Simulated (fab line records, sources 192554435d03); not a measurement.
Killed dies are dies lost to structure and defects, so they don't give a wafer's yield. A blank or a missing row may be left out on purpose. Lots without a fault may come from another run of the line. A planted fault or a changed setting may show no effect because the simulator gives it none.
Which tool did it? | flow n5_finfet | 23 lots, 69 wafers sampled, at 4 steps of a route of 1938

WHAT THE GAUGES READ, wafer by wafer
N5_MOL_CONTACT_COAG_INSPECT_42: inspects for defects (brightfield). Usual: raw_defect_count 211, standard deviation 55.
lot  | measured     | on                | raw_defect_count | flag
L074 | day 5 02:19  | defect_inspect-02 | 228 171 249      |
L075 | day 5 12:56  | defect_inspect-01 | 107 194 183      |
L076 | day 5 14:06  | defect_inspect-01 | 128 191 206      |
L077 | day 6 02:28  | defect_inspect-02 | 149 184 254      |
L078 | day 6 06:08  | defect_inspect-02 | 262 256 288      |
L079 | day 6 08:46  | defect_inspect-02 | 155 210 232      |
L080 | day 6 15:44  | defect_inspect-01 | 177 225 263      |
L081 | day 6 20:20  | defect_inspect-01 | 238 172 126      |
L082 | day 7 03:17  | defect_inspect-02 | 164 159 202      |
L083 | day 7 10:53  | defect_inspect-02 | 266 247 209      |
L084 | day 7 14:00  | defect_inspect-01 | 174 295 216      |
L085 | day 7 20:32  | defect_inspect-02 | 184 169 212      |
L086 | day 8 08:13  | defect_inspect-01 | 140 202 213      |
L087 | day 8 08:23  | defect_inspect-01 | 278 253 120      |
L088 | day 8 15:24  | defect_inspect-02 | 127 185 182      |
L089 | day 9 04:29  | defect_inspect-01 | 172 111 174      |
L090 | day 9 08:44  | defect_inspect-01 | 229 349 307      |
L091 | day 9 11:39  | defect_inspect-02 | 165 144 171      |
L092 | day 9 14:53  | defect_inspect-02 | 296 284 213      |
L093 | day 9 23:36  | defect_inspect-02 | 179 166 183      |
L094 | day 10 05:31 | defect_inspect-01 | 170 214 162      |
L095 | day 10 09:03 | defect_inspect-02 | 202 173 207      |
L097 | day 10 19:52 | defect_inspect-01 | 227 346 317      |

WHICH TOOL RAN EACH LOT (tool, then ch and the chambers of the sampled wafers, then the start)
lot  | N5_MOL_CONTACT_COAG_ALD_123       | N5_MOL_CONTACT_COAG_ETCH_91        | N5_MOL_CONTACT_COAG_ETCHBACK_135
L074 | ald_sin-04 ch 0,1, day 4 23:50    | rie_diel-05 ch 0,1,3, day 5 01:26  | rie_diel-05 ch 0,1,3, day 5 01:32
L075 | ald_sin-02 ch 1,2,3, day 5 10:30  | rie_diel-04 ch 2,3, day 5 11:56    | rie_diel-04 ch 2,3, day 5 12:02
L076 | ald_sin-04 ch 1,2,3, day 5 11:40  | rie_diel-03 ch 1,2,3, day 5 13:14  | rie_diel-03 ch 1,2,3, day 5 13:20
L077 | ald_sin-04 ch 0,2,3, day 6 00:04  | rie_diel-03 ch 2,3, day 6 01:37    | rie_diel-03 ch 2,3, day 6 01:42
L078 | ald_sin-02 ch 0,2,3, day 6 03:50  | rie_diel-05 ch 0,3, day 6 05:09    | rie_diel-05 ch 0,3, day 6 05:14
L079 | ald_sin-02 ch 1,2, day 6 06:13    | rie_diel-03 ch 1,2, day 6 07:46    | rie_diel-03 ch 1,2, day 6 07:52
L080 | ald_sin-02 ch 1,2,3, day 6 13:09  | rie_diel-05 ch 0,1,2, day 6 14:44  | rie_diel-05 ch 0,1,2, day 6 14:49
L081 | ald_sin-02 ch 0,3, day 6 17:46    | rie_diel-05 ch 0,2,3, day 6 19:29  | rie_diel-05 ch 0,2,3, day 6 19:34
L082 | ald_sin-01 ch 0,1, day 7 00:58    | rie_diel-03 ch 0,2,3, day 7 02:25  | rie_diel-03 ch 0,2,3, day 7 02:30
L083 | ald_sin-02 ch 0,1,2, day 7 08:02  | rie_diel-04 ch 2, day 7 09:51      | rie_diel-04 ch 2, day 7 09:59
L084 | ald_sin-01 ch 0,1, day 7 11:42    | rie_diel-03 ch 0,1,3, day 7 13:01  | rie_diel-03 ch 0,1,3, day 7 13:06
L085 | ald_sin-02 ch 2,3, day 7 18:06    | rie_diel-03 ch 0,1, day 7 19:33    | rie_diel-03 ch 0,1, day 7 19:38
L086 | ald_sin-02 ch 0,3, day 8 05:37    | rie_diel-03 ch 0,3, day 8 07:04    | rie_diel-03 ch 0,3, day 8 07:13
L087 | ald_sin-01 ch 0,1,3, day 8 05:53  | rie_diel-05 ch 1,2,3, day 8 07:17  | rie_diel-05 ch 1,2,3, day 8 07:23
L088 | ald_sin-04 ch 0,1,3, day 8 13:04  | rie_diel-05 ch 1,2,3, day 8 14:32  | rie_diel-05 ch 1,2,3, day 8 14:37
L089 | ald_sin-02 ch 0,3, day 9 02:09    | rie_diel-04 ch 0,1, day 9 03:35    | rie_diel-04 ch 0,1, day 9 03:40
L090 | ald_sin-01 ch 1,2,3, day 9 06:10  | rie_diel-03 ch 0,1,2, day 9 07:45  | rie_diel-03 ch 0,1,2, day 9 07:50
L091 | ald_sin-01 ch 0,2,3, day 9 08:37  | rie_diel-04 ch 0,1,2, day 9 10:47  | rie_diel-04 ch 0,1,2, day 9 10:52
L092 | ald_sin-01 ch 1,2,3, day 9 12:32  | rie_diel-03 ch 0,1,2, day 9 14:01  | rie_diel-03 ch 0,1,2, day 9 14:06
L093 | ald_sin-02 ch 0,2,3, day 9 21:14  | rie_diel-04 ch 0,1,2, day 9 22:44  | rie_diel-04 ch 0,1,2, day 9 22:50
L094 | ald_sin-04 ch 0,1,3, day 10 03:12 | rie_diel-04 ch 0,1,3, day 10 04:38 | rie_diel-04 ch 0,1,3, day 10 04:44
L095 | ald_sin-04 ch 0,2, day 10 06:29   | rie_diel-05 ch 1,3, day 10 08:10   | rie_diel-05 ch 1,3, day 10 08:15
L097 | ald_sin-02 ch 1,2,3, day 10 17:28 | rie_diel-05 ch 1,2,3, day 10 18:52 | rie_diel-05 ch 1,2,3, day 10 18:58
- N5_MOL_CONTACT_COAG_ALD_123: deposits SiNx, target thk 5 nm, pulse time 1 s, purge time 2 s.
- N5_MOL_CONTACT_COAG_ETCH_91: etches SOC in N2/H2, target depth 60 nm, overetch 21 nm, time 101.2 s.
- N5_MOL_CONTACT_COAG_ETCHBACK_135: etches SiO2 in CHF3, target depth 25 nm, time 16.7 s.

WHAT THE TOOLS THEMSELVES READ (means of the sampled wafers that have a number; where no wafer has one, the mark that the record gives instead)
N5_MOL_CONTACT_COAG_ALD_123. Usual: heater_power_w 862 W, standard deviation 61; precursor_pulse_height_rel 1.000, standard deviation 0.022.
lot  | tool       | heater_power_w (W) | precursor_pulse_height_rel | flag
L074 | ald_sin-04 | 885                | 1.004                      |
L075 | ald_sin-02 | 865                | 0.993                      |
L076 | ald_sin-04 | 933                | 0.992                      |
L077 | ald_sin-04 | 951                | 0.983                      |
L078 | ald_sin-02 | 828                | 0.996                      |
L079 | ald_sin-02 | 850                | 1.007                      |
L080 | ald_sin-02 | 870                | 1.024                      |
L081 | ald_sin-02 | 811                | 0.990                      |
L082 | ald_sin-01 | 838                | 0.997                      |
L083 | ald_sin-02 | 846                | 0.994                      |
L084 | ald_sin-01 | 829                | 0.990                      |
L085 | ald_sin-02 | 852                | 1.001                      |
L086 | ald_sin-02 | 829                | 0.993                      |
L087 | ald_sin-01 | 804                | 1.000                      |
L088 | ald_sin-04 | 927                | 1.013                      |
L089 | ald_sin-02 | 832                | 1.002                      |
L090 | ald_sin-01 | 828                | 1.009                      |
L091 | ald_sin-01 | 787                | 0.992                      |
L092 | ald_sin-01 | 821                | 1.018                      |
L093 | ald_sin-02 | 828                | 0.991                      |
L094 | ald_sin-04 | 927                | 1.022                      |
L095 | ald_sin-04 | 930                | 0.994                      |
L097 | ald_sin-02 | 869                | 0.987                      |

N5_MOL_CONTACT_COAG_ETCH_91. Usual: drypump_motor_current_A 5.7 A, standard deviation 0.36; h2_flow_sccm 199.9 sccm, standard deviation 0.69; oes_product_au 0.66 a.u., standard deviation 0.073; rf_vpp_V 523 V, standard deviation 3.5; showerhead_plenum_p_Torr 2.53 Torr, standard deviation 0.12; throttle_valve_pct 17.96 %, standard deviation 0.21.
lot  | tool        | drypump_motor_current_A (A) | h2_flow_sccm (sccm) | oes_product_au (a.u.) | rf_vpp_V (V) | showerhead_plenum_p_Torr (Torr) | throttle_valve_pct (%) | flag
L074 | rie_diel-05 | 5.3                         | 199.9               | 0.71                  | 526          | 2.61                            | 17.97                  |
L075 | rie_diel-04 | 6.3                         | 199.3               | 0.66                  | 523          | 2.51                            | 18.11                  |
L076 | rie_diel-03 | 5.6                         | 200.0               | 0.59                  | 525          | 2.59                            | 17.78                  |
L077 | rie_diel-03 | 5.5                         | 199.4               | 0.61                  | 526          | 2.58                            | 17.77                  |
L078 | rie_diel-05 | 5.2                         | 200.0               | 0.65                  | 524          | 2.58                            | 18.01                  |
L079 | rie_diel-03 | 5.7                         | 200.0               | 0.60                  | 524          | 2.56                            | 17.73                  |
L080 | rie_diel-05 | 5.6                         | 199.4               | 0.65                  | 522          | 2.49                            | 18.12                  |
L081 | rie_diel-05 | 5.4                         | 199.7               | 0.66                  | 522          | 2.52                            | 18.06                  |
L082 | rie_diel-03 | 5.6                         | 199.9               | 0.61                  | 522          | 2.50                            | 17.85                  |
L083 | rie_diel-04 | 6.0                         | 199.2               | 0.75                  | 522          | 2.48                            | 17.79                  |
L084 | rie_diel-03 | 5.7                         | 199.9               | 0.59                  | 524          | 2.52                            | 17.95                  |
L085 | rie_diel-03 | 5.8                         | 200.1               | 0.60                  | 521          | 2.43                            | 18.03                  |
L086 | rie_diel-03 | 5.7                         | 199.2               | 0.61                  | 521          | 2.43                            | 18.02                  |
L087 | rie_diel-05 | 5.4                         | 200.4               | 0.70                  | 523          | 2.54                            | 18.05                  |
L088 | rie_diel-05 | 5.4                         | 200.3               | 0.69                  | 524          | 2.54                            | 18.05                  |
L089 | rie_diel-04 | 6.1                         | 199.7               | 0.74                  | 526          | 2.63                            | 17.94                  |
L090 | rie_diel-03 | 5.7                         | 199.8               | 0.68                  | 522          | 2.49                            | 17.76                  |
L091 | rie_diel-04 | 6.0                         | 199.7               | 0.74                  | 524          | 2.56                            | 17.85                  |
L092 | rie_diel-03 | 5.7                         | 199.5               | 0.67                  | 523          | 2.49                            | 17.76                  |
L093 | rie_diel-04 | 6.0                         | 200.6               | 0.73                  | 524          | 2.56                            | 17.86                  |
L094 | rie_diel-04 | 6.2                         | 200.0               | 0.68                  | 524          | 2.57                            | 18.04                  |
L095 | rie_diel-05 | 5.1                         | 200.4               | 0.71                  | 527          | 2.66                            | 17.96                  |
L097 | rie_diel-05 | 5.4                         | 199.7               | 0.68                  | 524          | 2.53                            | 18.09                  |

N5_MOL_CONTACT_COAG_ETCHBACK_135. Usual: drypump_motor_current_A 5.7 A, standard deviation 0.36; oes_ar_750_au 0.79 a.u., standard deviation 0.089; oes_product_au 0.79 a.u., standard deviation 0.094; rf_vpp_V 527 V, standard deviation 7.1; showerhead_plenum_p_Torr 2.37 Torr, standard deviation 0.11; throttle_valve_pct 18.84 %, standard deviation 0.2.
lot  | tool        | drypump_motor_current_A (A) | oes_ar_750_au (a.u.) | oes_product_au (a.u.) | rf_vpp_V (V) | showerhead_plenum_p_Torr (Torr) | throttle_valve_pct (%) | flag
L074 | rie_diel-05 | 5.3                         | 0.86                 | 0.86                  | 525          | 2.43                            | 18.78                  |
L075 | rie_diel-04 | 6.3                         | 0.78                 | 0.79                  | 525          | 2.35                            | 18.98                  |
L076 | rie_diel-03 | 5.6                         | 0.71                 | 0.71                  | 523          | 2.44                            | 18.79                  |
L077 | rie_diel-03 | 5.5                         | 0.72                 | 0.70                  | 530          | 2.44                            | 18.85                  |
L078 | rie_diel-05 | 5.2                         | 0.78                 | 0.77                  | 521          | 2.40                            | 18.81                  |
L079 | rie_diel-03 | 5.7                         | 0.73                 | 0.72                  | 518          | 2.42                            | 18.78                  |
L080 | rie_diel-05 | 5.6                         | 0.79                 | 0.80                  | 528          | 2.32                            | 18.95                  |
L081 | rie_diel-05 | 5.4                         | 0.79                 | 0.79                  | 524          | 2.35                            | 18.87                  |
L082 | rie_diel-03 | 5.6                         | 0.73                 | 0.72                  | 531          | 2.35                            | 18.87                  |
L083 | rie_diel-04 | 6.0                         | 0.89                 | 0.90                  | 529          | 2.33                            | 18.71                  |
L084 | rie_diel-03 | 5.7                         | 0.70                 | 0.70                  | 529          | 2.36                            | 18.85                  |
L085 | rie_diel-03 | 5.7                         | 0.71                 | 0.71                  | 528          | 2.27                            | 18.84                  |
L086 | rie_diel-03 | 5.6                         | 0.72                 | 0.72                  | 537          | 2.28                            | 18.90                  |
L087 | rie_diel-05 | 5.4                         | 0.83                 | 0.84                  | 528          | 2.38                            | 18.86                  |
L088 | rie_diel-05 | 5.4                         | 0.83                 | 0.84                  | 529          | 2.38                            | 18.85                  |
L089 | rie_diel-04 | 6.1                         | 0.89                 | 0.89                  | 528          | 2.47                            | 18.85                  |
L090 | rie_diel-03 | 5.7                         | 0.81                 | 0.80                  | 524          | 2.34                            | 18.70                  |
L091 | rie_diel-04 | 6.0                         | 0.88                 | 0.89                  | 529          | 2.40                            | 18.74                  |
L092 | rie_diel-03 | 5.7                         | 0.80                 | 0.80                  | 523          | 2.33                            | 18.71                  |
L093 | rie_diel-04 | 6.0                         | 0.87                 | 0.89                  | 528          | 2.40                            | 18.75                  |
L094 | rie_diel-04 | 6.2                         | 0.81                 | 0.82                  | 525          | 2.40                            | 18.90                  |
L095 | rie_diel-05 | 5.1                         | 0.85                 | 0.86                  | 525          | 2.48                            | 18.76                  |
L097 | rie_diel-05 | 5.4                         | 0.80                 | 0.81                  | 528          | 2.37                            | 18.91                  |

THE ANSWER, worked out from the rows above alone
Rule: a lot is off if the mean of its wafers that have a number lies more than 3 standard deviations from the usual mean. A lot without any number at a reading at which 4 lots or more have one is off too. The other lots that the step has rows for count as sound. The gauges are gone through in route order, then the tools' own readings, and for those a lot's mean is taken as printed above. The first step at which some lot is off is used, and at that step the reading that is off furthest; a lot without a number counts as furthest.
No lot is off at any reading shown: from this, nothing can be told.

WHAT THE SIMULATOR HAD PUT IN
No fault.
